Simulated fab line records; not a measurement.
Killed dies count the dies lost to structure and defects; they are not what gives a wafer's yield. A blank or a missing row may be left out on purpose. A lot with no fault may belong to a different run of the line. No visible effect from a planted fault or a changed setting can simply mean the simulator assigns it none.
Which tool is to blame?	flow n5_finfet	24 lots with 72 wafers sampled at 6 steps, on a route of 1938 steps

WHAT EACH GAUGE READ, for each wafer
N5_BEOL_M7_CD_MEAS_28: the cd target is 40 nm. Usual: cd_nm at 40.10 nm, with a standard deviation of 0.27.
lot	measured	on	cd_nm (nm)	flag
L074	day 8 14:23	cd_sem-01	40.13 40.08 40.33	
L076	day 9 07:23	cd_sem-02	40.20 40.33 39.85	
L075	day 9 10:53	cd_sem-02	40.38 39.87 40.23	
L077	day 9 17:43	cd_sem-02	40.14 39.87 40.04	
L078	day 9 22:27	cd_sem-03	40.44 40.34 40.71	
L079	day 10 02:32	cd_sem-03	39.65 40.03 40.34	
L080	day 10 10:22	cd_sem-02	40.05 39.48 40.00	
L081	day 10 09:55	cd_sem-03	40.17 40.28 39.89	
L082	day 10 17:38	cd_sem-02	40.43 39.98 40.54	
L083	day 11 00:25	cd_sem-03	39.84 39.74 40.13	
L084	day 11 08:33	cd_sem-03	40.31 40.22 39.96	
L085	day 11 13:43	cd_sem-02	39.94 39.74 40.07	
L086	day 11 19:19	cd_sem-03	40.08 40.67 40.26	
L087	day 12 04:19	cd_sem-01	40.30 40.30 40.22	
L088	day 12 13:17	cd_sem-01	40.21 40.24 40.04	
L089	day 12 13:28	cd_sem-03	39.90 39.95 39.94	
L091	day 12 20:11	cd_sem-03	40.00 40.00 39.83	
L090	day 12 23:14	cd_sem-01	40.44 40.21 39.64	
L092	day 13 07:44	cd_sem-03	40.10 40.16 40.34	
L093	day 13 17:20	cd_sem-03	39.67 40.04 40.32	
L094	day 14 01:02	cd_sem-01	39.80 39.87 40.03	
L095	day 14 06:01	cd_sem-01	39.41 40.21 39.64	
L097	day 14 12:39	cd_sem-01	40.06 40.17 39.99	
L096	day 14 12:36	cd_sem-01	39.84 39.86 40.13	

N5_BEOL_M7_INSPECT_58: inspects for defects (darkfield). Usual: raw_defect_count at 66, with a standard deviation of 23.
lot	measured	on	raw_defect_count	flag
L074	day 8 17:57	defect_inspect-01	51 60 38	
L076	day 9 10:03	defect_inspect-02	47 49 38	
L075	day 9 14:06	defect_inspect-02	45 51 55	
L077	day 9 20:41	defect_inspect-01	80 48 61	
L078	day 10 03:26	defect_inspect-02	53 36 43	
L079	day 10 05:56	defect_inspect-01	81 59 65	
L080	day 10 13:49	defect_inspect-02	96 100 91	
L081	day 10 13:00	defect_inspect-02	46 86 80	
L082	day 10 20:34	defect_inspect-01	48 45 44	
L083	day 11 03:20	defect_inspect-02	85 72 77	
L084	day 11 12:01	defect_inspect-02	76 58 66	
L085	day 11 17:37	defect_inspect-02	51 50 77	
L086	day 11 23:08	defect_inspect-02	114 61 90	
L087	day 12 07:34	defect_inspect-01	69 31 50	
L088	day 12 17:43	defect_inspect-01	61 72 71	
L089	day 12 17:30	defect_inspect-02	84 74 63	
L091	day 13 01:19	defect_inspect-01	54 128 92	
L090	day 13 02:47	defect_inspect-01	44 70 35	
L092	day 13 10:36	defect_inspect-01	47 48 74	
L093	day 13 20:34	defect_inspect-02	53 29 60	
L094	day 14 04:15	defect_inspect-02	53 67 58	
L095	day 14 10:38	defect_inspect-01	65 79 76	
L097	day 14 17:18	defect_inspect-01	66 34 57	
L096	day 14 17:15	defect_inspect-02	108 117 84	

N5_BEOL_M8_THK_MEAS_01. Usual: for M8_ILD_THK the level is 155.4 nm and the standard deviation is 2.1.
lot	measured	on	M8_ILD_THK (nm)	flag
L074	day 8 18:34	film_metro-02	153.9 157.2 157.7	
L076	day 9 11:09	film_metro-01	155.0 153.0 156.7	
L075	day 9 15:12	film_metro-02	153.9 153.8 154.9	
L077	day 9 21:18	film_metro-01	152.4 153.5 155.5	
L078	day 10 04:03	film_metro-01	152.9 156.0 155.0	
L079	day 10 06:33	film_metro-01	153.7 156.3 159.2	
L080	day 10 14:25	film_metro-02	153.6 155.1 157.6	
L081	day 10 13:37	film_metro-01	156.5 155.5 159.0	
L082	day 10 21:14	film_metro-01	149.7 152.0 154.6	
L083	day 11 04:26	film_metro-02	154.5 155.0 158.3	
L084	day 11 12:38	film_metro-01	156.3 157.1 158.6	
L085	day 11 18:14	film_metro-02	153.6 155.3 157.7	
L086	day 11 23:45	film_metro-02	152.1 153.1 154.0	
L087	day 12 08:10	film_metro-02	155.0 158.4 157.2	
L088	day 12 18:20	film_metro-02	155.5 153.8 157.3	
L089	day 12 18:07	film_metro-02	154.3 157.6 154.0	
L091	day 13 01:56	film_metro-01	156.0 153.1 157.0	
L090	day 13 03:24	film_metro-02	156.5 157.1 153.6	
L092	day 13 11:13	film_metro-02	156.3 156.5 154.8	
L093	day 13 21:11	film_metro-01	152.7 156.2 157.9	
L094	day 14 04:55	film_metro-01	152.7 156.9 153.9	
L095	day 14 11:15	film_metro-01	153.4 152.5 157.5	
L097	day 14 17:55	film_metro-01	153.6 154.2 159.2	
L096	day 14 17:52	film_metro-01	153.5 157.9 156.2	

WHICH TOOL RAN EACH LOT (tool, then ch and the chambers of the sampled wafers, then the start)
lot	N5_BEOL_M6_STRIP_80	N5_BEOL_M7_ETCH_62	N5_BEOL_M7_ETCH_65
L074	rie_diel-01 ch 0,1,2, day 8 11:59 or earlier	rie_diel-05 ch 0,1,2, day 8 11:59	rie_diel-02 ch 0,2,3, day 8 14:36
L076	rie_diel-03 ch 0,2, day 9 05:23 or earlier	rie_diel-05 ch 1,2,3, day 9 05:23	rie_diel-02 ch 0,1,2, day 9 07:34
L075	rie_diel-01 ch 0,2,3, day 9 08:59 or earlier	rie_diel-06 ch 0,1,3, day 9 08:59	rie_diel-02 ch 1,2,3, day 9 11:03
L077	rie_diel-03 ch 0,1,2, day 9 15:49 or earlier	rie_diel-02 ch 0,1,3, day 9 15:49	rie_diel-02 ch 0,2, day 9 17:53
L078	rie_diel-01 ch 1,2,3, day 9 21:01 or earlier	rie_diel-05 ch 2,3, day 9 21:01	rie_diel-06 ch 0,2,3, day 9 22:46
L079	rie_diel-03 ch 0,2,3, day 9 23:49 or earlier	rie_diel-06 ch 1,2,3, day 9 23:49	rie_diel-06 ch 0,1,2, day 10 02:46
L080	rie_diel-01 ch 1,2,3, day 10 08:02 or earlier	rie_diel-02 ch 0,2,3, day 10 08:02	rie_diel-06 ch 0,2,3, day 10 10:32
L081	rie_diel-01 ch 1,2,3, day 10 08:18 or earlier	rie_diel-02 ch 1,2,3, day 10 08:18	rie_diel-06 ch 0,1, day 10 10:05
L082	rie_diel-03 ch 0,3, day 10 15:39 or earlier	rie_diel-05 ch 2,3, day 10 15:39	rie_diel-06 ch 0,1, day 10 17:49
L083	rie_diel-03 ch 1,2, day 10 23:03 or earlier	rie_diel-05 ch 0,2, day 10 23:03	rie_diel-05 ch 0,1,3, day 11 00:35
L084	rie_diel-03 ch 0,2,3, day 11 07:44 or earlier	rie_diel-02 ch 1,2,3, day 11 07:44	rie_diel-06 ch 2,3, day 11 08:43
L085	rie_diel-01 ch 0,1, day 11 11:29 or earlier	rie_diel-02 ch 0,2, day 11 11:29	rie_diel-05 ch 0,3, day 11 13:54
L086	rie_diel-01 ch 1,2,3, day 11 17:34 or earlier	rie_diel-06 ch 0,2, day 11 17:34	rie_diel-05 ch 1,2,3, day 11 19:38
L087	rie_diel-03 ch 0,2,3, day 12 02:59 or earlier	rie_diel-02 ch 1,2, day 12 02:59	rie_diel-05 ch 0,1,3, day 12 04:30
L088	rie_diel-01 ch 0,1, day 12 10:26 or earlier	rie_diel-06 ch 1,2, day 12 10:26	rie_diel-02 ch 0,2, day 12 13:49
L089	rie_diel-04 ch 0,1, day 12 10:36 or earlier	rie_diel-05 ch 1,2,3, day 12 10:36	rie_diel-06 ch 0,1,2, day 12 13:50
L091	rie_diel-03 ch 0,2,3, day 12 18:36 or earlier	rie_diel-02 ch 0,1,3, day 12 18:36	rie_diel-02 ch 1,2,3, day 12 20:24
L090	rie_diel-01 ch 0,2,3, day 12 21:12 or earlier	rie_diel-02 ch 0,1, day 12 21:12	rie_diel-02 ch 0,1, day 12 23:24
L092	rie_diel-04 ch 0,2,3, day 13 06:04 or earlier	rie_diel-05 ch 0,3, day 13 06:04	rie_diel-05 ch 0,3, day 13 07:55
L093	rie_diel-03 ch 0,1, day 13 16:37 or earlier	rie_diel-06 ch 1,2,3, day 13 16:37	rie_diel-05 ch 0,1, day 13 17:36
L094	rie_diel-04 ch 0,3, day 13 21:32 or earlier	rie_diel-06 ch 0,3, day 13 21:32	rie_diel-05 ch 0,1,3, day 14 01:13
L095	rie_diel-04 ch 0,1,2, day 14 05:20 or earlier	rie_diel-02 ch 1,2,3, day 14 05:20	rie_diel-06 ch 1,2,3, day 14 06:19
L097	rie_diel-01 ch 2,3, day 14 10:52 or earlier	rie_diel-05 ch 0,2,3, day 14 10:52	rie_diel-05 ch 0,1,3, day 14 13:11
L096	rie_diel-01 ch 2,3, day 14 11:13 or earlier	rie_diel-06 ch 0,3, day 14 11:13	rie_diel-02 ch 0,3, day 14 13:10
- N5_BEOL_M6_STRIP_80: strips in N2/H2, time 10 s.
- N5_BEOL_M7_ETCH_62: etches SOC in N2/H2, target depth 110 nm, overetch 22 nm, time 165 s.
- N5_BEOL_M7_ETCH_65: etches SiARC in CF4, target depth 15.6 nm, time 26 s.

WHAT THE TOOLS THEMSELVES READ (means of the sampled wafers that have a number; where no wafer has one, the mark that the record gives instead)
N5_BEOL_M6_STRIP_80. Usual: drypump_motor_current_A 5.7 A, standard deviation 0.48; oes_product_au 0.77 a.u., standard deviation 0.081; rf_vpp_V 59.2 V, standard deviation 0.91; showerhead_plenum_p_Torr 2.58 Torr, standard deviation 0.11; throttle_valve_pct 23.8 %, standard deviation 0.38.
lot	tool	drypump_motor_current_A (A)	oes_product_au (a.u.)	rf_vpp_V (V)	showerhead_plenum_p_Torr (Torr)	throttle_valve_pct (%)	flag
L074	rie_diel-01	5.8	0.83	59.6	2.58	23.8	
L076	rie_diel-03	6.1	0.75	58.1	2.50	23.6	
L075	rie_diel-01	5.7	0.83	59.2	2.66	23.9	
L077	rie_diel-03	5.8	0.78	59.8	2.58	23.4	
L078	rie_diel-01	5.5	0.78	58.8	2.60	24.0	
L079	rie_diel-03	6.0	0.72	59.0	2.55	23.8	
L080	rie_diel-01	5.5	0.78	59.3	2.60	24.0	
L081	rie_diel-01	5.5	0.78	58.5	2.60	24.0	
L082	rie_diel-03	5.9	0.68	60.1	2.61	24.1	
L083	rie_diel-03	5.7	0.79	59.4	2.49	23.2	
L084	rie_diel-03	6.0	0.70	59.4	2.54	23.9	
L085	rie_diel-01	6.2	0.76	58.9	2.52	23.7	
L086	rie_diel-01	5.5	0.77	59.3	2.59	24.0	
L087	rie_diel-03	6.0	0.69	59.3	2.54	23.9	
L088	rie_diel-01	6.0	0.71	57.8	2.46	23.8	
L089	rie_diel-04	5.8	0.88	59.5	2.55	23.7	
L091	rie_diel-03	5.9	0.69	59.2	2.54	23.9	
L090	rie_diel-01	5.7	0.79	59.4	2.64	23.9	
L092	rie_diel-04	5.2	0.79	60.0	2.59	23.7	
L093	rie_diel-03	5.9	0.72	59.4	2.63	23.8	
L094	rie_diel-04	5.2	0.74	58.1	2.52	23.9	
L095	rie_diel-04	5.5	0.83	59.9	2.60	23.6	
L097	rie_diel-01	5.3	0.80	59.0	2.68	24.1	
L096	rie_diel-01	5.3	0.80	59.9	2.68	24.1	

N5_BEOL_M7_ETCH_62. Usual: drypump_motor_current_A 5.5 A, standard deviation 0.4; oes_product_au 0.67 a.u., standard deviation 0.054; rf_vpp_V 524.1 V, standard deviation 2.7; showerhead_plenum_p_Torr 2.55 Torr, standard deviation 0.1; throttle_valve_pct 17.76 %, standard deviation 0.22.
lot	tool	drypump_motor_current_A (A)	oes_product_au (a.u.)	rf_vpp_V (V)	showerhead_plenum_p_Torr (Torr)	throttle_valve_pct (%)	flag
L074	rie_diel-05	5.7	0.73	525.9	2.63	17.83	
L076	rie_diel-05	5.4	0.73	526.1	2.64	17.89	
L075	rie_diel-06	5.4	0.68	522.1	2.47	17.57	
L077	rie_diel-02	5.5	0.64	523.7	2.53	17.73	
L078	rie_diel-05	5.2	0.72	525.3	2.64	17.85	
L079	rie_diel-06	5.3	0.64	523.0	2.50	17.65	
L080	rie_diel-02	5.5	0.62	524.7	2.56	17.89	
L081	rie_diel-02	5.8	0.63	523.5	2.53	17.82	
L082	rie_diel-05	5.1	0.70	526.5	2.66	17.80	
L083	rie_diel-05	5.4	0.69	527.1	2.65	17.74	
L084	rie_diel-02	5.8	0.63	522.1	2.52	17.83	
L085	rie_diel-02	5.6	0.61	522.4	2.50	17.86	
L086	rie_diel-06	5.6	0.73	525.2	2.61	17.61	
L087	rie_diel-02	6.0	0.62	520.6	2.44	17.65	
L088	rie_diel-06	4.9	0.76	524.2	2.54	17.48	
L089	rie_diel-05	5.4	0.70	526.4	2.63	17.95	
L091	rie_diel-02	5.5	0.62	523.4	2.52	17.76	
L090	rie_diel-02	5.7	0.63	521.6	2.44	17.57	
L092	rie_diel-05	5.8	0.68	524.1	2.58	17.83	
L093	rie_diel-06	5.3	0.69	522.5	2.49	17.52	
L094	rie_diel-06	5.8	0.70	522.9	2.49	17.54	
L095	rie_diel-02	5.8	0.61	523.1	2.52	17.86	
L097	rie_diel-05	5.4	0.68	524.9	2.61	17.85	
L096	rie_diel-06	5.8	0.70	522.3	2.49	17.54	

N5_BEOL_M7_ETCH_65. Usual: for cf4_flow_sccm, 99.98 sccm with a standard deviation of 0.27; for drypump_motor_current_A, 5.5 A with a standard deviation of 0.42; for etch_rf_on_time_s, 26.0 s with a standard deviation of 0.81; for oes_product_au, 0.67 a.u. with a standard deviation of 0.054; for rf_vpp_V, 184.2 V with a standard deviation of 1.2; for showerhead_plenum_p_Torr, 2.14 Torr with a standard deviation of 0.069; for throttle_valve_pct, 15.52 % with a standard deviation of 0.13.
lot	tool	cf4_flow_sccm (sccm)	drypump_motor_current_A (A)	etch_rf_on_time_s (s)	oes_product_au (a.u.)	rf_vpp_V (V)	showerhead_plenum_p_Torr (Torr)	throttle_valve_pct (%)	flag
L074	rie_diel-02	99.89	5.5	26.6	0.62	184.0	2.15	15.61	
L076	rie_diel-02	99.55	5.6	26.1	0.63	183.6	2.10	15.56	
L075	rie_diel-02	100.04	5.8	26.0	0.63	183.9	2.12	15.55	
L077	rie_diel-02	100.09	5.3	26.5	0.62	183.5	2.12	15.63	
L078	rie_diel-06	99.90	5.6	24.8	0.73	184.3	2.14	15.40	
L079	rie_diel-06	100.11	5.3	25.8	0.68	184.7	2.18	15.56	
L080	rie_diel-06	99.88	5.7	25.3	0.72	184.2	2.14	15.42	
L081	rie_diel-06	100.19	5.3	26.2	0.71	185.1	2.16	15.52	
L082	rie_diel-06	100.08	5.0	26.5	0.64	184.0	2.14	15.67	
L083	rie_diel-05	99.91	5.7	26.7	0.70	183.6	2.16	15.50	
L084	rie_diel-06	100.10	5.6	24.5	0.69	184.3	2.15	15.47	
L085	rie_diel-05	100.08	5.5	27.1	0.69	185.2	2.16	15.45	
L086	rie_diel-05	99.84	5.4	26.6	0.70	184.6	2.19	15.47	
L087	rie_diel-05	99.81	5.7	26.4	0.70	184.2	2.16	15.51	
L088	rie_diel-02	100.02	5.6	26.6	0.60	183.9	2.10	15.68	
L089	rie_diel-06	99.88	5.3	25.7	0.75	183.9	2.17	15.41	
L091	rie_diel-02	100.07	5.8	26.3	0.62	183.4	2.12	15.58	
L090	rie_diel-02	100.08	5.7	25.6	0.63	184.0	2.08	15.53	
L092	rie_diel-05	99.83	5.5	27.0	0.68	184.2	2.15	15.47	
L093	rie_diel-05	100.16	6.0	26.0	0.69	184.9	2.15	15.55	
L094	rie_diel-05	99.93	5.7	26.4	0.69	184.5	2.16	15.53	
L095	rie_diel-06	99.96	5.3	25.0	0.70	183.5	2.11	15.44	
L097	rie_diel-05	99.96	5.7	26.4	0.68	184.3	2.15	15.54	
L096	rie_diel-02	99.81	5.2	26.0	0.60	184.3	2.15	15.68	

THE ANSWER, worked out from the rows above alone
Rule: a lot counts as off when the mean over its wafers that have a number is more than 3 standard deviations away from the usual mean. A lot without any number at a reading at which 4 lots or more have one is off too. All remaining lots with rows at the step are treated as sound. The gauges are gone through in route order, then the tools' own readings, and for those a lot's mean is taken as printed above. At the first step where some lot is off, the reading lying furthest off is the one used; lots without a number count as furthest.
No lot is off on any of the readings shown, so nothing can be concluded from this.

WHAT THE SIMULATOR PUT IN
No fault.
